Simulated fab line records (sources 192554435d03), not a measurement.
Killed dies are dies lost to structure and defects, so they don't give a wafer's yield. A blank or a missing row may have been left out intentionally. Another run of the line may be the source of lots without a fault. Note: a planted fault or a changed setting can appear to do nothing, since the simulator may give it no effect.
fab line records	flow n5Finfet
[record] lots = 7	wafers = 21	lastDay = 18
route steps=1938 shown BEOL_M3@989 BEOL_M4@1111 PASSIVATION@1936
lots that met no fault: taken from a fault-free run of the same line
startH: the number of hours between the record's first day and the start of the first shown wafer of the lot	waitH: hours from the lot's prior step to this one	" the same as in the row above	L1.1+2: several wafers, shown together as one row	- value missing, or start not given	* or withheld: withheld	< > ~ a bound
route shown NAME@n: NAME is a module with steps in the file, n the number in the route of the first one	usual: the fault-free wafers' mean and standard deviation	same: alike in all rows	chamber/n: place in a boat	sites: each site's reading	_std_site: standard deviation across them	_edge_site: mean of outer sites minus mean of inner sites	radiusMm: how far each site lies from the wafer's centre	mask NAME#n: copy n	behind: the last tool/chamber to shape the wafer	hold: the reason the lot was held/the length of the hold in hours/how it ended	device: which transistor (n, p or np) failed to switch	end of line: tests of these same wafers at the route's end	a step without rows: its recipe alone	killed: count of dies lost to structure and defects at first sort (not the wafer's yield)	map: the dies of a wafer, with x for killed, . for not killed, _ for no die there
set.NAME: the setting as run; set.NAME@STEP: as run at that earlier step	model.NAME: the simulator's own value behind a step, which no gauge read
lots at some steps of the route; a table a step, a row a wafer
services: the hour from which a tool's chamber was out of use, counted from the record's first day as startH (under 0 if before that day), plus the number of hours and why
[[steps]]
[step N5_BEOL_M3_DEGAS_44]
[recipe] ambient = vacuum	tempC = 250	timeS = 60
[step N5_BEOL_M3_PRE_CLEAN_45]
[recipe] gas = H2/He	timeS = 30	tempC = 250
[step N5_BEOL_M3_ALD_84]
[recipe] material = TaN	targetThkA = *	tempC = 275	aldPrecursorFamily = PDMAT	aldCoReactant = NH3	pressureTorr = 3	carrierFlowSccm = 1500	pulseTimeS = 2	purgeTimeS = 3	coReactantPurgeTimeS = 2	coReactantPulseTimeS = 3	aldCycles = 30	precursorVesselTempC = 75	precursorVesselPressureTorr = 26.25	precursorVesselCarrierSccm = 1000
[step N5_BEOL_M3_SURFACE_TREAT_85]
[recipe] gas = Ar	timeS = *	ionEnergyEv = *	ionCurrentMaCm2 = 0.5	pressureMtorr = *	arFlowSccm = 30
[usual] throttleValvePct = *
lot.wafer	tool	chamber	startH	waitH	throttleValvePct
L210.1	pvdSputter-03	-	149.49	0.5	*
L210.5	"	-	"	"	*
L210.6	"	-	"	"	*
L212.1	pvdSputter-02	-	161.01	0.2	*
L212.2	"	-	"	"	*
L212.5	"	-	"	"	*
L223.3	pvdSputter-03	-	231.71	1.3	*
L223.4	"	-	"	"	*
L223.5	"	-	"	"	*
L222.2	pvdSputter-03	-	231.75	1.1	*
L222.4	"	-	"	"	*
L222.6	"	-	"	"	*
L224.3	pvdSputter-03	-	238.02	0.1	*
L224.4	"	-	"	"	*
L224.6	"	-	"	"	*
L230.2	pvdSputter-02	-	295.46	1.9	*
L230.3	"	-	"	"	*
L230.4	"	-	"	"	*
L231.1	pvdSputter-02	-	299.00	0.2	*
L231.2	"	-	"	"	*
L231.6	"	-	"	"	*
[step N5_BEOL_M3_CVD_47]
[recipe] material = Co	targetThkA = 30	tempC = withheld	precursor = CCTBA/H2	pressureTorr = 30	timeS = 223.8
[step N5_BEOL_M3_SPUTTER_48]
[recipe] material = Cu	targetThkA = 45	tempC = -20	chamberPressurePa = 0.07	powerW = withheld	timeS = 8.29
[step N5_BEOL_M3_ANNEAL_49]
[recipe] tempC = 400	timeS = 240	ambient = vacuum
[usual] heaterPowerW = 842/67	susceptorTempC = 400.02/0.23
lot.wafer	tool	chamber	startH	waitH	heaterPowerW	susceptorTempC
L210.1	pvdSputter-03	-	149.79	0.0	864	400.50
L210.5	"	-	"	"	872	399.93
L210.6	"	-	"	"	880	400.03
L212.1	pvdSputter-01	-	161.58	0.0	862	399.75
L212.2	"	-	"	"	785	399.79
L212.5	"	-	"	"	767	399.94
L223.3	pvdSputter-03	-	232.37	0.0	887	400.11
L223.4	"	-	"	"	780	400.26
L223.5	"	-	"	"	868	400.14
L222.2	pvdSputter-01	-	232.66	0.0	778	400.50
L222.4	"	-	"	"	781	399.79
L222.6	"	-	"	"	888	400.36
L224.3	pvdSputter-01	-	238.35	0.0	870	399.89
L224.4	"	-	"	"	788	399.90
L224.6	"	-	"	"	889	400.07
L230.2	pvdSputter-02	-	295.84	0.0	738	400.04
L230.3	"	-	"	"	883	400.16
L230.4	"	-	"	"	885	400.15
L231.1	pvdSputter-02	-	299.52	0.0	737	399.86
L231.2	"	-	"	"	863	399.77
L231.6	"	-	"	"	905	400.34
[step N5_BEOL_M3_SPUTTER_79]
[recipe] material = Cu	targetThkA = 45	tempC = -20	chamberPressurePa = 0.07	powerW = withheld	timeS = 8.29
[step N5_BEOL_M3_ANNEAL_80]
[recipe] tempC = 400	timeS = 240	ambient = vacuum
[usual] heaterPowerW = 842/67	susceptorTempC = 400.08/0.22
lot.wafer	tool	chamber	startH	waitH	heaterPowerW	susceptorTempC
L210.1	pvdSputter-03	-	150.01	0.0	867	400.16
L210.5	"	-	"	"	876	400.17
L210.6	"	-	"	"	872	400.37
L212.1	pvdSputter-01	-	161.80	0.0	872	400.03
L212.2	"	-	"	"	767	400.20
L212.5	"	-	"	"	783	400.60
L223.3	pvdSputter-03	-	232.59	0.0	859	399.78
L223.4	"	-	"	"	771	400.14
L223.5	"	-	"	"	876	399.87
L222.2	pvdSputter-01	-	232.88	0.0	799	400.12
L222.4	"	-	"	"	768	399.85
L222.6	"	-	"	"	881	399.93
L224.3	pvdSputter-01	-	238.57	0.0	847	400.08
L224.4	"	-	"	"	792	399.79
L224.6	"	-	"	"	884	399.93
L230.2	pvdSputter-02	-	296.06	0.0	725	400.42
L230.3	"	-	"	"	888	400.00
L230.4	"	-	"	"	908	400.21
L231.1	pvdSputter-02	-	299.74	0.0	730	400.73
L231.2	"	-	"	"	891	400.53
L231.6	"	-	"	"	904	399.90
[step N5_BEOL_M3_SPUTTER_81]
[recipe] material = Cu	targetThkA = 45	tempC = -20	chamberPressurePa = 0.07	powerW = withheld	timeS = 8.29
[usual] throttleValvePct = 29.9/1.1
lot.wafer	tool	chamber	startH	waitH	throttleValvePct
L210.1	pvdSputter-03	-	150.15	0.1	29.6
L210.5	"	-	"	"	28.1
L210.6	"	-	"	"	29.7
L212.1	pvdSputter-01	-	161.94	0.1	30.1
L212.2	"	-	"	"	29.2
L212.5	"	-	"	"	31.0
L223.3	pvdSputter-03	-	232.73	0.1	29.4
L223.4	"	-	"	"	26.8
L223.5	"	-	"	"	28.2
L222.2	pvdSputter-01	-	233.02	0.1	29.2
L222.4	"	-	"	"	31.0
L222.6	"	-	"	"	30.1
L224.3	pvdSputter-01	-	238.71	0.1	29.4
L224.4	"	-	"	"	31.2
L224.6	"	-	"	"	30.2
L230.2	pvdSputter-02	-	296.20	0.1	29.7
L230.3	"	-	"	"	31.0
L230.4	"	-	"	"	32.3
L231.1	pvdSputter-02	-	299.88	0.1	29.9
L231.2	"	-	"	"	31.1
L231.6	"	-	"	"	32.2
[step N5_BEOL_M3_ANNEAL_82]
[recipe] tempC = 400	timeS = 240	ambient = vacuum
[usual] heaterPowerW = 840/66	susceptorTempC = 399.99/0.23
lot.wafer	tool	chamber	startH	waitH	heaterPowerW	susceptorTempC
L210.1	pvdSputter-03	-	150.23	0.0	864	400.48
L210.5	"	-	"	"	885	399.99
L210.6	"	-	"	"	883	400.17
L212.1	pvdSputter-01	-	162.02	0.0	865	400.02
L212.2	"	-	"	"	786	399.95
L212.5	"	-	"	"	787	400.02
L223.3	pvdSputter-03	-	232.81	0.0	871	399.88
L223.4	"	-	"	"	741	400.16
L223.5	"	-	"	"	879	399.80
L222.2	pvdSputter-01	-	233.10	0.0	800	400.11
L222.4	"	-	"	"	793	400.17
L222.6	"	-	"	"	885	400.14
L224.3	pvdSputter-01	-	238.79	0.0	865	399.71
L224.4	"	-	"	"	793	399.45
L224.6	"	-	"	"	856	400.20
L230.2	pvdSputter-02	-	296.28	0.0	718	400.06
L230.3	"	-	"	"	878	400.42
L230.4	"	-	"	"	901	399.95
L231.1	pvdSputter-02	-	299.96	0.0	716	400.01
L231.2	"	-	"	"	902	399.68
L231.6	"	-	"	"	917	399.44
[step N5_BEOL_M3_SPUTTER_86]
[recipe] material = Cu	targetThkA = 45	tempC = -20	chamberPressurePa = 0.07	powerW = withheld	timeS = 8.29
[step N5_BEOL_M3_ANNEAL_87]
[recipe] tempC = 400	timeS = 240	ambient = vacuum
[usual] heaterPowerW = 843/68	susceptorTempC = 400.00/0.25
lot.wafer	tool	chamber	startH	waitH	heaterPowerW	susceptorTempC
L210.1	pvdSputter-03	-	150.45	0.0	876	400.14
L210.5	"	-	"	"	858	399.82
L210.6	"	-	"	"	869	400.22
L212.1	pvdSputter-01	-	162.24	0.0	890	400.43
L212.2	"	-	"	"	761	399.55
L212.5	"	-	"	"	784	400.16
L223.3	pvdSputter-03	-	233.03	0.0	-	-
L223.4	"	-	"	"	-	-
L223.5	"	-	"	"	-	-
L222.2	pvdSputter-01	-	233.32	0.0	-	-
L222.4	"	-	"	"	-	-
L222.6	"	-	"	"	-	-
L224.3	pvdSputter-01	-	239.01	0.0	-	-
L224.4	"	-	"	"	-	-
L224.6	"	-	"	"	-	-
L230.2	pvdSputter-02	-	296.50	0.0	747	400.08
L230.3	"	-	"	"	866	399.82
L230.4	"	-	"	"	903	399.91
L231.1	pvdSputter-02	-	300.18	0.0	715	399.92
L231.2	"	-	"	"	864	399.84
L231.6	"	-	"	"	900	399.96
[step N5_BEOL_M3_SPUTTER_88]
[recipe] material = Cu	targetThkA = 45	tempC = -20	chamberPressurePa = 0.07	powerW = withheld	timeS = 8.29
[step N5_BEOL_M4_RC_MEAS_101]
[usual] DIBL_N = 35.8/1.7	DIBL_P = 35.9/1.9	IOFF_N = 0.151/0.028	IOFF_P = 0.21/0.037	ION_N = 673/12	ION_P = 463/8.3	SS_N = 71.4/0.59	SS_P = 73.2/0.63	VT_N = 250/3.2	VT_P = -250/3.7
lot.wafer	tool	chamber	startH	waitH	DIBL_N[mV/V]	DIBL_P[mV/V]	IOFF_N[nA/um]	IOFF_P[nA/um]	ION_N[uA/um]	ION_P[uA/um]	SS_N[mV/dec]	SS_P[mV/dec]	VT_N[mV]	VT_P[mV]
L210.1	prober-01	0	160.53	0.0	38.0	37.1	0.180	0.26	679	470	71.7	74.2	247	-243
L210.5	"	0	"	"	39.8	38.5	0.206	0.29	692	469	72.6	73.6	246	-242
L210.6	"	0	"	"	37.2	36.8	0.161	0.26	691	481	72.0	73.2	250	-246
L212.1	prober-02	0	177.86	0.0	37.4	38.0	0.176	0.23	688	473	71.7	73.7	247	-249
L212.2	"	0	"	"	37.2	37.6	0.165	0.22	685	469	71.5	74.3	249	-250
L212.5	"	0	"	"	35.3	34.8	0.133	0.18	644	445	71.0	72.7	251	-253
L223.3	prober-01	0	245.17	0.3	34.8	36.4	0.146	0.23	664	464	71.7	73.2	249	-248
L223.4	"	0	"	"	37.1	39.2	0.196	0.28	683	471	71.7	73.1	247	-243
L223.5	"	0	"	"	36.7	37.5	0.175	0.25	670	466	71.6	73.6	251	-247
L222.2	prober-02	0	245.32	0.2	34.7	33.4	0.118	0.15	673	457	70.7	72.7	252	-256
L222.4	"	0	"	"	38.2	36.9	0.172	0.20	681	452	71.6	72.9	249	-256
L222.6	"	0	"	"	35.1	34.3	0.131	0.17	677	468	70.0	72.6	250	-254
L224.3	prober-01	0	254.16	0.3	37.4	36.4	0.183	0.21	700	472	71.2	72.9	246	-248
L224.4	"	0	"	"	38.6	38.3	0.192	0.22	675	457	71.5	73.8	247	-250
L224.6	"	0	"	"	36.6	35.5	0.155	0.19	664	458	71.4	72.5	252	-251
L230.2	prober-01	0	317.12	0.2	37.6	39.2	0.211	0.26	699	471	72.2	74.0	246	-247
L230.3	"	0	"	"	34.0	33.9	0.136	0.18	673	460	71.0	72.4	251	-252
L230.4	"	0	"	"	34.5	35.3	0.145	0.19	674	465	70.8	72.6	250	-250
L231.1	prober-01	0	320.78	0.0	35.8	35.6	0.145	0.21	685	471	71.3	73.0	251	-250
L231.2	"	0	"	"	35.0	34.7	0.126	0.19	655	453	70.5	72.6	256	-250
L231.6	"	0	"	"	34.9	34.1	0.126	0.19	663	452	71.5	72.9	256	-249
[step N5_PASSIVATION_PROBE_49]
[usual] defectLimitedYield = 91.4/1.5	killed_at_M0_to_M3 = 33/9.8	killed_at_M4_up = 14/5.5	killedAtContacts = 12/6.5	killedAtFrontEnd = 38/11	killedAtOther = 3/3.1	killedDies = 101/17	killedOpen = 66/13	killedShort = 32/7.5	sort_bin_5_function = 5.0/1	sort_bin_6_memory = 3.2/0.69	sortNPass = 1079/17	sortYieldPct = 91.4/1.5
[same] grossDies = 1180	killedAtBackSide = 0	sort_bin_4_leakage[%] = 0	sort_bin_8_speed[%] = 0
lot.wafer	tool	chamber	startH	waitH	defectLimitedYield[%]	killed_at_M0_to_M3	killed_at_M4_up	killedAtContacts	killedAtFrontEnd	killedAtOther	killedDies	killedOpen	killedShort	sort_bin_5_function[%]	sort_bin_6_memory[%]	sortNPass	sortYieldPct[%]
L210.1	prober-01	-	263.30	0.0	92.8	25	15	11	31	3	85	55	28	4.1	2.8	1095	92.8
L210.5	prober-01	-	263.50	0.2	91.4	42	10	16	25	9	102	63	39	5.6	3.0	1078	91.4
L210.6	prober-01	-	263.55	0.3	91.4	40	15	16	28	3	102	76	25	5.6	2.7	1078	91.4
L212.1	prober-01	-	279.91	0.0	90.6	38	8	23	41	1	111	76	33	5.7	3.5	1069	90.6
L212.2	prober-01	-	279.96	0.1	93.5	19	8	11	37	2	77	47	28	4.1	2.4	1103	93.5
L212.5	prober-01	-	280.11	0.2	89.3	25	10	21	64	6	126	85	40	7.6	2.5	1054	89.3
L222.2	prober-01	-	355.30	0.1	92.3	31	14	15	28	3	91	61	27	3.7	3.3	1089	92.3
L222.4	prober-01	-	355.40	0.2	93.1	29	10	11	31	1	82	52	28	4.4	2.4	1098	93.1
L222.6	prober-01	-	355.50	0.3	92.9	23	18	7	36	0	84	48	33	4.9	1.9	1096	92.9
L223.3	prober-01	-	362.00	0.1	92.1	31	14	3	43	2	93	57	35	4.8	2.9	1087	92.1
L223.4	prober-01	-	362.05	0.2	93.1	28	16	9	29	0	82	59	21	3.6	3.1	1098	93.1
L223.5	prober-01	-	362.10	0.2	91.3	23	13	16	50	1	103	62	26	4.4	3.1	1077	91.3
L224.3	prober-02	-	365.70	0.1	93.6	18	17	8	28	4	75	36	37	3.4	2.7	1105	93.6
L224.4	prober-02	-	365.75	0.2	90.0	47	14	4	51	2	118	68	42	5.9	3.3	1062	90.0
L224.6	prober-02	-	365.85	0.3	93.3	24	10	8	31	6	79	53	26	3.5	3.0	1101	93.3
L231.1	prober-02	-	417.57	0.0	92.6	26	9	16	29	7	87	51	33	4.9	2.5	1093	92.6
L231.2	prober-02	-	417.62	0.1	91.7	27	14	11	42	4	98	66	31	4.7	3.4	1082	91.7
L231.6	prober-02	-	417.82	0.3	90.9	34	9	20	35	9	107	73	28	5.5	3.3	1073	90.9
L230.2	prober-01	-	421.91	0.1	92.8	19	14	16	35	1	85	65	18	4.0	3.1	1095	92.8
L230.3	prober-01	-	421.96	0.1	89.7	30	22	22	32	16	122	75	38	6.8	3.0	1058	89.7
L230.4	prober-01	-	422.01	0.2	89.1	43	27	16	37	6	129	89	38	6.4	4.4	1051	89.1
// killed by level:class
L210.1 FIN_SAQP:geometricParticle:short=9 BEOL_M3:geometricParticle:open=9 MOL_CONTACT_COAG:geometricParticle:open=8 FIN_SAQP:geometricParticle:open=7 BEOL_M4:geometricParticle:open=5 STI_FIN_REVEAL:geometricParticle:open=4 BEOL_M0_SAQP:geometricParticle:short=4 BEOL_M2:geometricParticle:open=4
L210.5 BEOL_M0_SAQP:geometricParticle:short=11 MOL_CONTACT_COAG:geometricParticle:open=11 DUMMY_GATE:geometricParticle:open=7 BEOL_M2:geometricParticle:open=7 BEOL_M3:geometricParticle:open=6 MOL_CONTACT_COAG:geometricParticle:short=5 BEOL_M0_SAQP:geometricParticle:open=5 BEOL_M1:geometricParticle:open=4
L210.6 BEOL_M3:geometricParticle:open=17 MOL_CONTACT_COAG:geometricParticle:open=14 BEOL_M2:geometricParticle:open=8 BEOL_M4:geometricParticle:open=6 STARTING-WAFER:geometricParticle:open=5 ILD0:geometricParticle:open=5 GATE_CUT:geometricParticle:short=4 BEOL_M3:geometricParticle:short=4
L212.1 MOL_CONTACT_COAG:geometricParticle:open=19 STI_FIN_REVEAL:geometricParticle:open=11 BEOL_M1:geometricParticle:open=10 BEOL_M3:geometricParticle:open=10 FIN_SAQP:geometricParticle:short=8 FIN_SAQP:geometricParticle:open=6 GATE_CUT:geometricParticle:open=5 BEOL_M0_SAQP:geometricParticle:short=5
L212.2 MOL_CONTACT_COAG:geometricParticle:open=8 FIN_SAQP:geometricParticle:short=7 FIN_SAQP:geometricParticle:open=6 STI_FIN_REVEAL:geometricParticle:open=5 BEOL_M2:geometricParticle:open=4 BEOL_M3:geometricParticle:open=4 DUMMY_GATE:geometricParticle:open=3 GATE_CUT:geometricParticle:short=3
L212.5 FIN_SAQP:geometricParticle:open=27 MOL_CONTACT_COAG:geometricParticle:open=17 STARTING-WAFER:geometricParticle:open=7 FIN_SAQP:geometricParticle:short=6 STI_FIN_REVEAL:geometricParticle:open=6 GATE_CUT:geometricParticle:short=6 BEOL_M1:geometricParticle:short=6 BEOL_M1:geometricParticle:open=5
L222.2 STI_FIN_REVEAL:geometricParticle:open=12 MOL_CONTACT_COAG:geometricParticle:open=10 BEOL_M2:geometricParticle:open=9 BEOL_M4:geometricParticle:open=7 BEOL_M1:geometricParticle:open=6 FIN_SAQP:geometricParticle:short=5 MOL_CONTACT_COAG:geometricParticle:short=5 BEOL_M0_SAQP:geometricParticle:open=5
L222.4 BEOL_M0_SAQP:geometricParticle:short=11 BEOL_M3:geometricParticle:open=8 STI_FIN_REVEAL:geometricParticle:open=7 MOL_CONTACT_COAG:geometricParticle:open=7 BEOL_M0_SAQP:geometricParticle:open=6 FIN_SAQP:geometricParticle:short=5 MOL_CONTACT_COAG:geometricParticle:short=4 BEOL_M4:geometricParticle:open=4
L222.6 FIN_SAQP:geometricParticle:short=11 STI_FIN_REVEAL:geometricParticle:open=8 MOL_CONTACT_COAG:geometricParticle:open=7 BEOL_M0:geometricParticle:open=6 BEOL_M4:geometricParticle:open=6 FIN_SAQP:geometricParticle:open=5 BEOL_M0_SAQP:geometricParticle:short=5 BEOL_M1:geometricParticle:open=3
L223.3 BEOL_M1:geometricParticle:open=8 FIN_SAQP:geometricParticle:open=6 DUMMY_GATE:geometricParticle:open=6 BEOL_M0_SAQP:geometricParticle:open=6 BEOL_M0_SAQP:geometricParticle:short=6 STARTING-WAFER:geometricParticle:open=6 GATE_CUT:geometricParticle:short=5 STARTING-WAFER:geometricParticle:short=5
L223.4 BEOL_M0_SAQP:geometricParticle:open=9 BEOL_M4:geometricParticle:open=9 DUMMY_GATE:geometricParticle:open=8 MOL_CONTACT_COAG:geometricParticle:open=8 BEOL_M0:geometricParticle:open=7 BEOL_M2:geometricParticle:open=7 STI_FIN_REVEAL:geometricParticle:open=4 GATE_CUT:geometricParticle:short=4
L223.5 MOL_CONTACT_COAG:geometricParticle:open=14 HKMG_FIN:areaEtch=14 DUMMY_GATE:geometricParticle:open=12 BEOL_M4:geometricParticle:open=8 BEOL_M0_SAQP:geometricParticle:short=7 BEOL_M1:geometricParticle:open=6 STI_FIN_REVEAL:geometricParticle:open=4 GATE_CUT:geometricParticle:short=4
L224.3 MOL_CONTACT_COAG:geometricParticle:open=8 BEOL_M0_SAQP:geometricParticle:short=8 FIN_SAQP:geometricParticle:short=5 GATE_CUT:geometricParticle:short=5 BEOL_M4:geometricParticle:open=4 BEOL_M4:geometricParticle:short=4 ILD0:geometricParticle:short=3 BEOL_M0_SAQP:geometricParticle:open=3
L224.4 BEOL_M3:geometricParticle:open=17 GATE_CUT:geometricParticle:short=12 BEOL_M0_SAQP:geometricParticle:open=9 BEOL_M0_SAQP:geometricParticle:short=8 HKMG_FIN:areaEtch=7 STARTING-WAFER:geometricParticle:open=6 FIN_SAQP:geometricParticle:open=5 STI_FIN_REVEAL:geometricParticle:open=5
L224.6 GATE_CUT:geometricParticle:short=9 BEOL_M0_SAQP:geometricParticle:open=9 FIN_SAQP:geometricParticle:open=8 MOL_CONTACT_COAG:geometricParticle:open=7 BEOL_M0_SAQP:geometricParticle:short=6 BEOL_M3:geometricParticle:open=5 FIN_SAQP:geometricParticle:short=3 STI_FIN_REVEAL:geometricParticle:open=3
L231.1 MOL_CONTACT_COAG:geometricParticle:open=13 BEOL_M0:geometricParticle:open=6 DUMMY_GATE:geometricParticle:open=5 BEOL_M3:geometricParticle:open=5 BEOL_M3:geometricParticle:short=5 BEOL_M5:geometricParticle:short=4 STI_FIN_REVEAL:geometricParticle:open=4 FIN_SAQP:geometricParticle:short=3
L231.2 STI_FIN_REVEAL:geometricParticle:open=9 BEOL_M3:geometricParticle:open=9 BEOL_M0:geometricParticle:open=8 DUMMY_GATE:geometricParticle:open=7 MOL_CONTACT_COAG:geometricParticle:short=6 DUMMY_GATE:geometricParticle:short=5 FIN_SAQP:geometricParticle:open=5 MOL_CONTACT_COAG:geometricParticle:open=5
L231.6 MOL_CONTACT_COAG:geometricParticle:open=16 BEOL_M1:geometricParticle:open=8 DUMMY_GATE:geometricParticle:open=6 BEOL_M2:geometricParticle:open=6 BEOL_M3:geometricParticle:open=6 BEOL_M0:geometricParticle:open=5 FIN_SAQP:geometricParticle:open=4 FIN_SAQP:geometricParticle:short=4
L230.2 MOL_CONTACT_COAG:geometricParticle:open=15 FIN_SAQP:geometricParticle:open=8 BEOL_M3:geometricParticle:open=5 BEOL_M4:geometricParticle:open=5 STI_FIN_REVEAL:geometricParticle:open=4 STI_FIN_REVEAL:geometricParticle:short=4 GATE_CUT:geometricParticle:open=4 GATE_CUT:geometricParticle:short=4
L230.3 MOL_CONTACT_COAG:geometricParticle:open=18 BEOL_M0_SAQP:geometricParticle:short=8 PASSIVATION:areaEtch=7 BEOL_M1:geometricParticle:open=6 STARTING-WAFER:geometricParticle:short=6 BEOL_M3:geometricParticle:open=6 BEOL_M5:geometricParticle:open=6 BEOL_M4:geometricParticle:open=5
L230.4 MOL_CONTACT_COAG:geometricParticle:open=14 BEOL_M3:geometricParticle:open=14 FIN_SAQP:geometricParticle:open=11 BEOL_M4:geometricParticle:open=9 STI_FIN_REVEAL:geometricParticle:open=7 BEOL_M2:geometricParticle:open=6 GATE_CUT:geometricParticle:open=5 BEOL_M0:geometricParticle:open=5
[[services]]
tool	chamber	startH	hours	kind
pvdSputter-03	-	276.23	36.1	repair
[[key]]
[firstSign] step = N5_BEOL_M3_ANNEAL_87	reading = toolRecord	direction = missing
effect none on later readings
metAt N5_BEOL_M3_ANNEAL_87
struckWafers L222.2,L222.4,L222.6,L223.3,L223.4,L223.5,L224.3,L224.4,L224.6
[baselineLoss] step = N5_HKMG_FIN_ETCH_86	wafers = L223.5
onsetBetween 162.24 233.03
[fault] kind = skippedStepWhole	tool = pvdSputter-01,pvdSputter-03	chamber = -	onsetH = 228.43	steps = N5_BEOL_M3_ANNEAL_87	scope = struckLotsOnly
// baselineLoss: these wafers lose ten dies or more at that step, a loss of the line's own and not of a fault; the sort's usual values leave them out
